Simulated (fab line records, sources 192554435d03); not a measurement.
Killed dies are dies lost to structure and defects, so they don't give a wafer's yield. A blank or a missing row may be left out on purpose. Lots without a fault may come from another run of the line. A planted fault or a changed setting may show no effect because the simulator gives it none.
A struck lot beside a sound one | flow n5_finfet | 16 steps out of a route of 1938
Sound: wafers L301.2, L301.5, L301.6. Struck: wafers L294.1, L294.4, L294.6. The cause comes at the end.
At each step with rows: each side's tool, then ch and its chambers, then its first start. Under that, the readings that differ: sound wafers | struck wafers | difference of the means | sigmas: that difference in standard deviations of wafers without a fault.
alike: readings whose means differ by less than 2 such deviations, and words and numbers that are the same on both sides. not compared: withheld readings, readings that some wafer has no value for, bounds like >300 that may hide the same value, and numbers for which the record gives no deviation and whose values overlap.
The two part at a step that has a row with sigmas, a row that says differs or no value, or rows on one side only. Numbers that don't overlap but have no deviation are shown without sigmas and don't part them. A reading that every wafer of one side lacks parts them only if that side has two wafers or more.

first, 2 steps without rows for these wafers: N5_BEOL_M2_SPUTTER_81 (material Cu, target thk 4.5 nm, time 8.29 s); N5_BEOL_M2_ANNEAL_82 (time 240 s).
N5_BEOL_M2_SPUTTER_86: material Cu, target thk 4.5 nm, time 8.29 s.
  sound on pvd_sputter-01, day 12 06:32; struck on pvd_sputter-01, day 10 16:23
  alike: chamber_pressure_pa, chuck_gas_flow_sccm, chuck_sensor_temp_C, throttle_valve_pct
then, 1 step without rows for these wafers: N5_BEOL_M2_ANNEAL_87 (time 240 s).
N5_BEOL_M2_SPUTTER_88: material Cu, target thk 4.5 nm, time 8.29 s.
  sound on pvd_sputter-01, day 12 06:46; struck on pvd_sputter-01, day 10 16:36
  alike: chamber_pressure_pa, chuck_gas_flow_sccm, chuck_sensor_temp_C, throttle_valve_pct
then, 1 step without rows for these wafers: N5_BEOL_M2_ANNEAL_89 (time 240 s).
N5_BEOL_M2_SPUTTER_90: material Cu, target thk 4.5 nm, time 8.29 s.
  sound on pvd_sputter-01, day 12 06:59; struck on pvd_sputter-01, day 10 16:49
  alike: chamber_pressure_pa, chuck_gas_flow_sccm, chuck_sensor_temp_C, throttle_valve_pct
then, 2 steps without rows for these wafers: N5_BEOL_M2_ANNEAL_91 (time 240 s); N5_BEOL_M2_SPUTTER_92 (material Cu, target thk 4.5 nm, time 8.29 s).
N5_BEOL_M2_ANNEAL_93: time 240 s.
  sound on pvd_sputter-01, day 12 07:17; struck on pvd_sputter-01, day 10 17:07
  alike: heater_power_w, susceptor_temp_C_max
N5_BEOL_M2_SPUTTER_94: material Cu, target thk 4.5 nm, time 8.29 s.
  sound on pvd_sputter-01, day 12 07:25; struck on pvd_sputter-01, day 10 17:16
  alike: chamber_pressure_pa, chuck_gas_flow_sccm, chuck_sensor_temp_C, throttle_valve_pct
then, 1 step without rows for these wafers: N5_BEOL_M2_ANNEAL_95 (time 240 s).
N5_BEOL_M2_SPUTTER_96: material Cu, target thk 4.5 nm, time 8.29 s.
  sound on pvd_sputter-01, day 12 07:38; struck on pvd_sputter-01, day 10 17:29
  no value came back on the struck wafers for chamber_pressure_pa (Pa), chuck_gas_flow_sccm (sccm), chuck_sensor_temp_C (C), throttle_valve_pct (%); on the sound wafers chamber_pressure_pa (Pa) reads 0.07012 0.06997 0.07008
then, 1 step without rows for these wafers: N5_BEOL_M2_ECD_50 (material Cu, target thk 300 nm).
N5_BEOL_M4_RC_MEAS_101:
  sound on prober-01 ch 0, day 13 01:19; struck on prober-01 ch 0, day 11 11:48
  alike: DIBL_N, DIBL_P, IOFF_N, IOFF_P, ION_N, ION_P, SS_N, SS_P, VT_N, VT_P
then, 1 step without rows for these wafers: N5_PASSIVATION_PROBE_49.

WHERE THEY PART
Only at N5_BEOL_M2_SPUTTER_96, within this record. Later steps at which nothing parts them and some readings are alike: N5_BEOL_M4_RC_MEAS_101.

WHY: what the simulator had put in
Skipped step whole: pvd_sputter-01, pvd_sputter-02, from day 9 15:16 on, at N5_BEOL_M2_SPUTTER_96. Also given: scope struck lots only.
